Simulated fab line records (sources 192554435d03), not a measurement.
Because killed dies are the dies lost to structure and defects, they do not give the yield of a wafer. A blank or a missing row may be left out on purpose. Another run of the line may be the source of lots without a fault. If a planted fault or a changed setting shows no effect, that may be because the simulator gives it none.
Comparing a struck lot with a sound one -- flow n5 finfet -- 21 steps out of a route of 1938
Sound: the wafers L901.1, L901.5, L901.6. Struck: wafer L899.1. (L899.2, L899.4 of the same lot were not struck and are left out.) The cause comes at the end.
Order at every step that has rows: each side's tool, ch and its chambers, its first start. Under that, the readings that differ: sound wafers -- struck wafers -- difference of the means -- sigmas: that difference in standard deviations of wafers without a fault.
alike: a reading whose means differ by less than 2 such deviations, as well as words and numbers matching on both sides. not compared: withheld readings; readings where some wafer has no value; bounds like >300 that might hide an equal value; numbers whose values overlap and for which the record gives no deviation.
The two part at a step that has a row with sigmas, a row that says differs or no value, or rows on one side only. Numbers that have no deviation but don't overlap get no sigmas and don't part them. Lack of a reading on every wafer of one side parts them only where that side has two or more wafers.

first, 9 steps without rows for these wafers: N5_BEOL_M11_EXPOSE_08 (exposes mask M11); N5_BEOL_M11_PEB_09 (peb time 60 s); N5_BEOL_M11_DEVELOP_10 (develop time 30 s); N5_BEOL_M11_DESCUM_16 (chemistry O2, time 7.9 s); N5_BEOL_M11_ETCH_61 (etches SiARC in CF4, target depth 39 nm, time 65 s); N5_BEOL_M11_ETCH_62 (etches SOC in N2/H2, target depth 110 nm, overetch 22 nm, time 165 s); N5_BEOL_M11_STRIP_68 (strips in N2/H2); N5_BEOL_M11_STRIP_67 (strips in CF4); N5_BEOL_M11_HM_OPEN_17 (chemistry Cl2/BCl3, target TiN, target depth 20 nm, overetch 6 nm).
N5_BEOL_M11_STRIP_19: strips in O2.
  sound on rie diel-03 ch 0,1,3, day 17 06:49; struck on rie diel-04 ch 0, day 16 12:26
  alike: drypump motor current A, oes product au, rf vpp V, showerhead plenum p Torr, throttle valve pct
  not compared: rf hours counter h
then, 8 steps without rows for these wafers: N5_BEOL_M11_COAT_63 (time 60 s, resist thk 100 nm); N5_BEOL_M11_COAT_64 (time 60 s, resist thk 30 nm); N5_BEOL_M11_COAT_22 (resist thk 90 nm); N5_BEOL_M11_EBR_24; N5_BEOL_M11_SOFTBAKE_23 (time 60 s); N5_BEOL_M11_EXPOSE_25 (exposes mask V10); N5_BEOL_M11_PEB_26 (peb time 60 s); N5_BEOL_M11_DEVELOP_27 (develop time 30 s).
N5_BEOL_M11_INSPECT_30: inspects for defects (brightfield).
  struck on defect inspect-01, day 16 17:40; sound on defect inspect-02, day 17 08:47
reading,sound,struck,difference,sigmas
raw defect count,329 285 312,882,+573,+5
then, 1 step without rows for these wafers: N5_BEOL_M11_DESCUM_33 (chemistry O2, time 7.9 s).
N5_PASSIVATION_PROBE_49:
  the record has rows for the struck wafers here (prober-02, day 18 08:52) and none for the sound ones

== WHERE THEY PART ==
Earliest at N5_BEOL_M11_INSPECT_30; latest, in this record, at N5_PASSIVATION_PROBE_49.

WHY: the cause the simulator had injected
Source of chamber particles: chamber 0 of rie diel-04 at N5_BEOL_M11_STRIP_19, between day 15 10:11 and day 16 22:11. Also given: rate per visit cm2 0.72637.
